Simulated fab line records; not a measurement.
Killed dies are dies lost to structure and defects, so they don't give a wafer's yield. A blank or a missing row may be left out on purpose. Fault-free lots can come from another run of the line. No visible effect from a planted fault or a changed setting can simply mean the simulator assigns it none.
Which tool did it? ; flow n5 finfet ; 63 wafers from 21 lots sampled at 2 of the route's 1938 steps

== WHAT THE GAUGES SHOWED, per wafer ==
N5_BEOL_M7_THK_MEAS_53: measures by xrf.
lot;measured;on;M7_THK (nm)
L074;day 9 04:34;film metro-01;78.6 79.2 78.3
L075;day 10 02:40;film metro-01;79.7 79.7 78.8
L076;day 10 07:55;film metro-02;80.4 82.0 80.7
L077;day 10 15:38;film metro-01;80.8 79.4 75.8
L079;day 11 05:28;film metro-02;83.0 78.6 82.2
L081;day 11 18:01;film metro-02;80.0 83.2 80.1
L083;day 11 18:59;film metro-02;81.1 81.2 76.8
L084;day 12 01:27;film metro-02;76.2 77.6 75.1
L085;day 12 11:36;film metro-01;76.4 79.7 76.6
L086;day 12 12:05;film metro-02;79.7 81.3 80.8
L088;day 13 09:35;film metro-02;80.2 78.7 77.2
L087;day 13 19:45;film metro-01;83.0 78.7 81.3
L089;day 13 20:09;film metro-01;77.1 79.1 74.6
L091;day 14 01:42;film metro-02;80.4 82.6 84.6
L090;day 14 02:15;film metro-01;79.5 80.4 76.5
L092;day 14 22:44;film metro-02;81.4 83.2 81.3
L095;day 15 04:10;film metro-01;79.9 80.6 79.4
L094;day 15 04:26;film metro-01;80.5 80.8 79.9
L093;day 15 04:50;film metro-02;79.8 79.8 81.6
L096;day 15 07:14;film metro-02;80.4 80.3 79.3
L097;day 16 09:51;film metro-02;80.7 79.2 80.5

== EACH LOT AND THE TOOL THAT RAN IT (in order: tool; ch and the chambers of the sampled wafers; start) ==
lot;N5_BEOL_M7_ETCH_65
L074;rie diel-02 ch 0,2, day 9 00:59
L075;rie diel-02 ch 1,2,3, day 10 00:10
L076;rie diel-01 ch 0,1,2, day 10 04:25
L077;rie diel-02 ch 1,2,3, day 10 12:31
L079;rie diel-04 ch 0,1,3, day 11 01:44
L081;rie diel-01 ch 1,2, day 11 13:23
L083;rie diel-02 ch 1,2,3, day 11 16:19
L084;rie diel-02 ch 0,2,3, day 11 22:32
L085;rie diel-01 ch 0,1,2, day 12 08:51
L086;rie diel-01 ch 2,3, day 12 09:15
L088;rie diel-04 ch 1,2,3, day 13 07:09
L087;rie diel-04 ch 1,2,3, day 13 15:08
L089;rie diel-04 ch 0,3, day 13 15:32
L091;rie diel-02 ch 1,2, day 13 22:08
L090;rie diel-02 ch 1,2,3, day 13 23:52
L092;rie diel-04 ch 1,2,3, day 14 19:44
L095;rie diel-04 ch 1,3, day 15 01:34
L094;rie diel-01 ch 0,2, day 15 01:35
L093;rie diel-02 ch 1,2, day 15 02:04
L096;rie diel-02 ch 1,2, day 15 03:46
L097;rie diel-04 ch 2,3, day 16 06:46
- N5_BEOL_M7_ETCH_65: etches SiARC in CF4, target depth 15.6 nm, time 26 s.

== WHAT THE TOOLS THEMSELVES READ (means of the sampled wafers that have a number; where no wafer has one, the mark that the record gives instead) ==
N5_BEOL_M7_ETCH_65.
lot;tool;drypump motor current A (A);etch rf on time s (s);oes product au (a.u.);rf vpp V (V);showerhead plenum p Torr (Torr);throttle valve pct (%)
L074;rie diel-02;5.9;26.0;0.63;183.4;2.10;15.63
L075;rie diel-02;5.9;25.8;0.67;183.7;2.17;15.56
L076;rie diel-01;5.7;26.0;0.68;184.1;2.13;15.50
L077;rie diel-02;5.9;25.9;0.66;185.0;2.17;15.57
L079;rie diel-04;5.1;25.6;0.71;184.2;2.19;15.52
L081;rie diel-01;5.6;25.7;0.65;183.4;2.11;15.78
L083;rie diel-02;5.9;26.1;0.66;184.4;2.17;15.58
L084;rie diel-02;5.9;26.3;0.60;184.5;2.14;15.72
L085;rie diel-01;5.6;25.5;0.67;184.0;2.12;15.52
L086;rie diel-01;5.3;25.7;0.73;184.0;2.09;15.25
L088;rie diel-04;5.3;25.7;0.69;184.1;2.18;15.53
L087;rie diel-04;5.3;25.7;0.70;185.0;2.18;15.53
L089;rie diel-04;5.1;25.9;0.70;185.2;2.25;15.40
L091;rie diel-02;5.8;26.0;0.70;184.3;2.19;15.49
L090;rie diel-02;5.9;26.6;0.64;184.9;2.16;15.61
L092;rie diel-04;5.3;25.8;0.69;184.3;2.18;15.56
L095;rie diel-04;5.2;25.6;0.71;185.0;2.14;15.55
L094;rie diel-01;5.7;26.0;0.67;184.1;2.14;15.30
L093;rie diel-02;5.9;26.0;0.65;183.7;2.11;15.58
L096;rie diel-02;5.9;25.8;0.65;184.5;2.11;15.58
L097;rie diel-04;5.3;25.8;0.69;185.3;2.24;15.41

== THE ANSWER, worked out from the rows above alone ==
Rule: what is usual is taken from the lots themselves. The widest of any qualifying gaps counts: lots, ordered by their means at a reading, are off when they make up no more than a third of the lots, leave a main group of 4 or more, and stand apart from it by 3 or more times the standard deviation of that group's means. The tables above print the reading to a certain number of digits; a main group whose means all agree to those digits is not used. Also off: a lot with no number at a reading for which 4 or more lots have one. Where the step has rows for the other lots, those lots are counted as sound. Order of review: gauges by route order, followed by the tools' own readings, for which a lot's mean as printed above is used. The first step at which some lot is off is used, and at that step the reading that is off furthest; a lot without a number counts as furthest.
No lot is off at any reading shown: from this, nothing can be told.

== WHAT THE SIMULATOR PUT IN ==
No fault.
